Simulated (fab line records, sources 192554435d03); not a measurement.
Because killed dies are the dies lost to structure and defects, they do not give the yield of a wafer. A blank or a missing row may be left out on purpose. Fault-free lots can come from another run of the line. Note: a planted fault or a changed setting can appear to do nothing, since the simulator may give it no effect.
Chamber matching    flow n5Finfet    4 sister chambers for N5_DUMMY_GATE_ETCH_29 on rieDiel-03
The step etches underlayer in N2/H2, target depth 13 nm. 18 wafers are shown with their chamber, then 9 later ones without.

== WAFERS, EACH WITH ITS CHAMBER ==
wafer   chamber  drypumpMotorCurrentA (A)  showerheadPlenumPTorr (Torr)  rfVppV (V)
L077.1  3        5.4                       2.64                          526.9
L077.2  1        5.7                       2.61                          524.9
L077.3  0        6.5                       2.64                          523.9
L077.4  2        6.6                       2.51                          522.4
L077.5  1        5.7                       2.61                          526.5
L077.6  0        6.5                       2.63                          526.0
L079.1  2        6.6                       2.51                          522.0
L079.2  1        5.7                       2.61                          526.2
L079.3  0        6.5                       2.63                          524.9
L079.4  3        5.4                       2.64                          525.7
L079.5  0        6.5                       2.63                          526.3
L079.6  1        5.7                       2.61                          526.3
L082.1  0        6.5                       2.63                          527.0
L082.2  3        5.5                       2.64                          525.6
L082.4  3        5.5                       2.64                          525.7
L091.3  0        6.5                       2.62                          526.5
L091.5  1        5.7                       2.61                          527.0
L091.6  2        6.6                       2.50                          523.7

SIGNATURES (averages over the wafers above)
reading                chamber 0  chamber 1  chamber 2  chamber 3  scatter within a chamber
drypumpMotorCurrentA   6.500      5.700      6.600      5.450      0.0267
showerheadPlenumPTorr  2.6300     2.6100     2.5067     2.6400     0.00436
rfVppV                 525.767    526.180    522.700    525.975    0.918
Rule: for a wafer and a chamber, the distance is found by dividing, reading by reading, the gap between the wafer's reading and the chamber's mean by the reading's scatter, squaring, summing and taking the root. The wafer belongs to the nearest chamber; if the next one is less than 2 further off, it can't be placed. The scatter: take each reading less its chamber's mean, square it, sum over the shown wafers, divide by the number of wafers less the number of chambers, and take the root.

== WAFERS MISSING THEIR CHAMBER ==
wafer   drypumpMotorCurrentA (A)  showerheadPlenumPTorr (Torr)  rfVppV (V)
L094.3  5.7                       2.60                          524.9
L094.5  6.6                       2.50                          523.4
L094.6  5.4                       2.63                          524.7
L095.1  6.5                       2.62                          524.2
L095.3  5.7                       2.60                          525.7
L095.6  5.4                       2.63                          525.5
L096.1  5.4                       2.63                          525.4
L096.4  6.5                       2.62                          526.0
L096.5  5.4                       2.63                          525.1

== EACH ONE'S CHAMBER ==
wafer   from the rows above  in truth
L094.3  1                    1
L094.5  2                    2
L094.6  3                    3
L095.1  0                    0
L095.3  1                    1
L095.6  3                    3
L096.1  3                    3
L096.4  0                    0
L096.5  3                    3
9 of 9 placed correctly. Not placeable from these rows: 0. 0 placed wrongly.
